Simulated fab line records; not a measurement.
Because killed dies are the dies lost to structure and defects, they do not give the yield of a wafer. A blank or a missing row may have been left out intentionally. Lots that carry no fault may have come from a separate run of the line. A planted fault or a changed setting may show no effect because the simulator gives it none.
Struck lot and sound lot, side by side :: flow n5-finfet :: 14 out of 1938 route steps
Sound: the wafers L744.2, L744.3, L744.4. Wafers L731.1, L731.5, L731.6 were the ones struck. At the end, the cause is stated.
Order at every step that has rows: each side's tool, ch and its chambers, its first start. Under that, the readings that differ: sound wafers :: struck wafers :: difference of the means :: sigmas: that difference in standard deviations of wafers without a fault.
alike: same words and numbers on both sides, and readings whose means sit less than 2 such deviations apart. not compared: any withheld reading, any reading some wafer has no value for, any bound like >300 that may hide the same value, and any number with overlapping values for which the record gives no deviation.
A row with sigmas, a row that says differs or no value, or rows on one side alone: a step with any of these is where the two part. Numbers that have no deviation but don't overlap get no sigmas and don't part them. Lack of a reading on every wafer of one side parts them only where that side has two or more wafers.

N5_MIM_TOP_LITHO_CD_MEAS_08: the cd target is 2000 nm.
  sound on cd-sem-03 ch 0, day 17 00:07; struck on cd-sem-02 ch 0, day 13 09:18
  alike: cd-nm
N5_MIM_TOP_LITHO_OVL_MEAS_11:
  sound on overlay-02 ch 0, day 17 00:08; struck on overlay-02 ch 0, day 13 09:20
  alike: MIM_TOP_OVL
N5_MIM_TOP_LITHO_INSPECT_12: inspects for defects (macro).
  sound on defect-inspect-02, day 17 00:10; struck on defect-inspect-01, day 13 09:22
  alike: raw-defect-count
N5_MIM_TOP_LITHO_DESCUM_10: chemistry O2, time 7.9 s.
  sound on rie-diel-01 ch 0,1,3, day 17 00:12; struck on rie-diel-03 ch 0,2,3, day 13 09:27
  alike: drypump-motor-current-A, o2-flow-sccm, oes-product-au, rf-fwd-power-W, rf-vpp-V, showerhead-plenum-p-Torr, throttle-valve-pct
  not compared: rf-hours-counter-h
N5_MIM_TOP_ETCH_ETCH_00: etches TiN in Cl2/BCl3, target depth 38.5 nm.
  sound on rie-metal-01 ch 0,1, day 17 00:20; struck on rie-metal-02 ch 0,1, day 13 09:32
reading: drypump-motor-current-A (A)
sound: 6.5 6.5 6.4
struck: 5.1 5.1 6.0
difference: -1.1
sigmas: -2
  alike: mfc-ar-sccm, oes-product-au, rf-fwd-power-W, throttle-valve-pct
  not compared: rf-hours-counter-h
N5_MIM_TOP_ETCH_STRIP_01: strips in O2.
  sound on rie-diel-06 ch 1,2,3, day 17 00:33; struck on rie-diel-04 ch 0,1,3, day 13 09:40
  alike: drypump-motor-current-A, o2-flow-sccm, oes-product-au, rf-vpp-V, showerhead-plenum-p-Torr, throttle-valve-pct
  not compared: rf-hours-counter-h
N5_MIM_TOP_ETCH_PECVD_03: deposits SiNx from SiH4/NH3/N2, target thk 20 nm, time 17.6 s.
  sound on pecvd-04 ch 0,2, day 17 00:37; struck on pecvd-01 ch 0,1,2, day 13 09:44
  alike: heater-power-w, rf-fwd-power-W, showerhead-plenum-p-Torr, showerhead-vpp-V, susceptor-temp-C, throttle-valve-pct
then, 5 steps without rows for these wafers: N5_MIM_BOT_LITHO_HMDS_01 (time 60 s); N5_MIM_BOT_LITHO_COAT_02; N5_MIM_BOT_LITHO_EBR_04; N5_MIM_BOT_LITHO_SOFTBAKE_03 (time 90 s); N5_MIM_BOT_LITHO_EXPOSE_05 (exposes mask MIM BOT).
N5_MIM_BOT_LITHO_PEB_06:
  sound on litho-track-03 ch 0, day 17 00:53; struck on litho-track-02, day 13 09:58
reading: exhaust-pa (Pa)
sound: 45.5 44.5 44.8
struck: - - -
difference: no value on the struck wafers
sigmas: 
  not compared: chill-plate-temp-C
then, 1 step without rows for these wafers: N5_MIM_BOT_LITHO_DEVELOP_07 (develop time 60 s).

## WHERE THEY PART
First at N5_MIM_TOP_ETCH_ETCH_00; last, within this record, at N5_MIM_BOT_LITHO_PEB_06.

WHY: whatever the simulator had introduced
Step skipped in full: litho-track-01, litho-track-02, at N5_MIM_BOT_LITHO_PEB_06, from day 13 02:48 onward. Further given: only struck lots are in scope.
